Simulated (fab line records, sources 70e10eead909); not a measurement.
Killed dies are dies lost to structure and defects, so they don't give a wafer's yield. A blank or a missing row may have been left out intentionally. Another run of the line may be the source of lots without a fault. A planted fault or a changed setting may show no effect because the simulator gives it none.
Matching of chambers -- flow nand_harc -- NHARC_P_BONDPAD_ACTIVATE_29 on rie_diel-04: 4 sister chambers
The step chemistry N2, time 60 s. 4 wafers are shown with their chamber, then 8 later ones without.

## EACH WAFER AND ITS CHAMBER
wafer,chamber,drypump_motor_current_A (A)
L077.3,1,6.5
L082.1,3,6.1
L082.4,2,5.9
L087.1,0,5.6

## WAFERS WHOSE CHAMBER IS MISSING
wafer,drypump_motor_current_A (A)
L087.3,5.9
L087.6,5.6
L093.1,5.8
L093.4,5.6
L093.6,6.5
L095.2,6.4
L095.5,5.8
L095.6,6.4

## THE CHAMBER EACH PASSED THROUGH
wafer,from the rows above,in truth
L087.3,2,2
L087.6,0,0
L093.1,can't be placed: 2 or 0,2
L093.4,0,0
L093.6,1,1
L095.2,1,1
L095.5,can't be placed: 2 or 0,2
L095.6,1,1
Correctly placed: 6 of 8. From these rows, 2 cannot be placed; in 2 the true chamber is one of the candidates. Placed wrongly: 0.
How it was worked out, from the rows above alone: a wafer's distance from a chamber is the root of the sum, over the readings, of the square of ((its reading less the chamber's mean) divided by the reading's scatter). If the next closest chamber is less than 2 further off than the closest, the wafer can't be placed; otherwise it belongs to the closest. Each chamber's mean is taken over the wafers shown for it. The scatter: with one shown wafer a chamber, the root of the mean of the squares of how far each hidden wafer lies from its nearest shown one.
